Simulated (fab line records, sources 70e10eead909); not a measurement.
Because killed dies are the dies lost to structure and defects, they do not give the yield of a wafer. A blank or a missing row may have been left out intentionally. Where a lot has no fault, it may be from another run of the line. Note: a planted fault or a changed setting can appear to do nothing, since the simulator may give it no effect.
Which tool is to blame? :: flow nand-harc :: 6 lots with 18 wafers sampled at 5 steps, on a route of 1159 steps

WHAT THE GAUGES READ, wafer by wafer
NHARC_END_SORT_01.
lot: L707
measured: day 21 23:24
on: prober-02
killed-at-array: 31

lot: L710
measured: day 21 14:48
on: prober-01
killed-at-array: 25 14

WHAT TOOL EACH LOT RAN ON (gives the tool, then ch and the chambers of the sampled wafers, and finally the start)
lot: L704
NHARC_A_STAIRCASE_TRIM_226: rie-diel-05 ch 2,3, day 11 13:05
NHARC_THIN_TSV_ETCHBACK_48: rie-diel-02 ch 0,1,2, day 19 00:44
NHARC_THIN_TSV_PRE_CLEAN_50: pvd-sputter-02, day 19 03:32 or earlier
NHARC_THIN_TSV_PRE_CLEAN_54: pvd-sputter-03, day 19 03:32

lot: L705
NHARC_A_STAIRCASE_TRIM_226: rie-diel-10 ch 2,3, day 12 07:11
NHARC_THIN_TSV_ETCHBACK_48: rie-diel-09 ch 0,1, day 19 20:50
NHARC_THIN_TSV_PRE_CLEAN_50: pvd-sputter-02, day 19 23:26 or earlier
NHARC_THIN_TSV_PRE_CLEAN_54: pvd-sputter-01, day 19 23:26

lot: L707
NHARC_A_STAIRCASE_TRIM_226: rie-diel-05 ch 0,1,2, day 13 00:39
NHARC_THIN_TSV_ETCHBACK_48: rie-diel-11 ch 0,1,3, day 21 04:12
NHARC_THIN_TSV_PRE_CLEAN_50: pvd-sputter-01, day 21 06:48 or earlier
NHARC_THIN_TSV_PRE_CLEAN_54: pvd-sputter-01, day 21 06:48

lot: L710
NHARC_A_STAIRCASE_TRIM_226: rie-diel-05 ch 0,1, day 13 09:32
NHARC_THIN_TSV_ETCHBACK_48: rie-diel-09 ch 1,3, day 21 03:14
NHARC_THIN_TSV_PRE_CLEAN_50: pvd-sputter-03, day 21 05:59 or earlier
NHARC_THIN_TSV_PRE_CLEAN_54: pvd-sputter-02, day 21 05:59

lot: L717
NHARC_A_STAIRCASE_TRIM_226: rie-diel-10 ch 1,3, day 15 02:39
NHARC_THIN_TSV_ETCHBACK_48: rie-diel-09 ch 0,2,3, day 22 12:08
NHARC_THIN_TSV_PRE_CLEAN_50: pvd-sputter-02, day 22 15:43 or earlier
NHARC_THIN_TSV_PRE_CLEAN_54: pvd-sputter-02, day 22 15:43

lot: L718
NHARC_A_STAIRCASE_TRIM_226: rie-diel-01 ch 0,1,3, day 15 11:30
NHARC_THIN_TSV_ETCHBACK_48: rie-diel-09 ch 0,2,3, day 23 15:03
NHARC_THIN_TSV_PRE_CLEAN_50: pvd-sputter-02, day 23 18:30 or earlier
NHARC_THIN_TSV_PRE_CLEAN_54: pvd-sputter-02, day 23 18:30
- NHARC_A_STAIRCASE_TRIM_226: chemistry O2, time 211.2 s.
- NHARC_THIN_TSV_ETCHBACK_48: etches the open film in C4F8/Ar, target depth 1028.5 nm, time 405.17 s.
- NHARC_THIN_TSV_PRE_CLEAN_50: time 30 s.
- NHARC_THIN_TSV_PRE_CLEAN_54: time 30 s.

THE ANSWER, worked out from the rows above alone
Rule: the usual values come from the lots themselves. The widest of any qualifying gaps counts: lots, ordered by their means at a reading, are off when they make up no more than a third of the lots, leave a main group of 4 or more, and stand apart from it by 3 or more times the standard deviation of that group's means. The tables above print the reading to a certain number of digits; a main group whose means all agree to those digits is not used. Also off: a lot with no number at a reading for which 4 or more lots have one. All remaining lots with rows at the step are treated as sound.
Nothing can be told from this: no lot is off at any reading shown.

WHAT THE SIMULATOR HAD PUT IN
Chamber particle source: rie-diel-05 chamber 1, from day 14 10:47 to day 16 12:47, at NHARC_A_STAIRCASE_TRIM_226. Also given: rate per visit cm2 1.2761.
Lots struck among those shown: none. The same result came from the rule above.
